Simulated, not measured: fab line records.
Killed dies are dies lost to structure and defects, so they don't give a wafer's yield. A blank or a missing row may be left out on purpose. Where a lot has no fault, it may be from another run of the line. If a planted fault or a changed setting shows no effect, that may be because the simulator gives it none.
Matching of chambers ; flow n5Finfet ; N5_BEOL_M14_VIA_ETCH_16 on rieDiel-01 has 4 sister chambers
The step etches SiO2 in C4F8/O2/Ar, target depth 1231.3 nm. 14 wafers are shown with their chamber, then 7 later ones without.

WAFERS WITH THEIR CHAMBER
wafer;chamber;drypumpMotorCurrentA (A);rfVppV (V);showerheadPlenumPTorr (Torr)
L076.2;0;6.3;2220;3.40
L076.4;2;5.2;2228;3.41
L076.6;3;5.7;2256;3.55
L078.3;1;5.2;2231;3.29
L078.4;0;6.3;2220;3.40
L078.5;1;5.2;2233;3.30
L080.3;0;6.3;2220;3.39
L080.4;2;5.1;2227;3.40
L080.5;2;5.1;2225;3.41
L082.2;2;5.1;2228;3.40
L082.3;0;6.3;2218;3.39
L082.6;0;6.3;2220;3.39
L085.4;2;5.1;2225;3.39
L085.5;3;5.8;2256;3.53

SIGNATURES (averages over the wafers above)
reading;chamber 0;chamber 1;chamber 2;chamber 3;scatter within a chamber
drypumpMotorCurrentA;6.300;5.200;5.120;5.750;0.0361
rfVppV;2219.60;2232.00;2226.60;2256.00;1.2
showerheadPlenumPTorr;3.3940;3.2950;3.4020;3.5400;0.00806
Rule: for each reading, subtract the chamber's mean from the wafer's reading, divide by that reading's scatter and square the result; add these up over the readings and take the root, which gives the wafer's distance from the chamber. If the next closest chamber is less than 2 further off than the closest, the wafer can't be placed; otherwise it belongs to the closest. The scatter is the square root of a quotient: the sum, over the shown wafers, of each reading's squared deviation from its chamber's mean, divided by wafers minus chambers.

WAFERS MISSING THEIR CHAMBER
wafer;drypumpMotorCurrentA (A);rfVppV (V);showerheadPlenumPTorr (Torr)
L085.6;5.2;2231;3.28
L091.2;5.1;2226;3.39
L091.3;5.2;2231;3.28
L091.6;6.3;2219;3.39
L095.2;5.7;2254;3.52
L095.4;5.2;2230;3.27
L095.6;6.3;2217;3.38

CHAMBER TAKEN BY EACH
wafer;from the rows above;in truth
L085.6;1;1
L091.2;2;2
L091.3;1;1
L091.6;0;0
L095.2;3;3
L095.4;1;1
L095.6;0;0
Correctly placed: 7 of 7. Left unplaced by these rows: 0. Wrongly placed: 0.
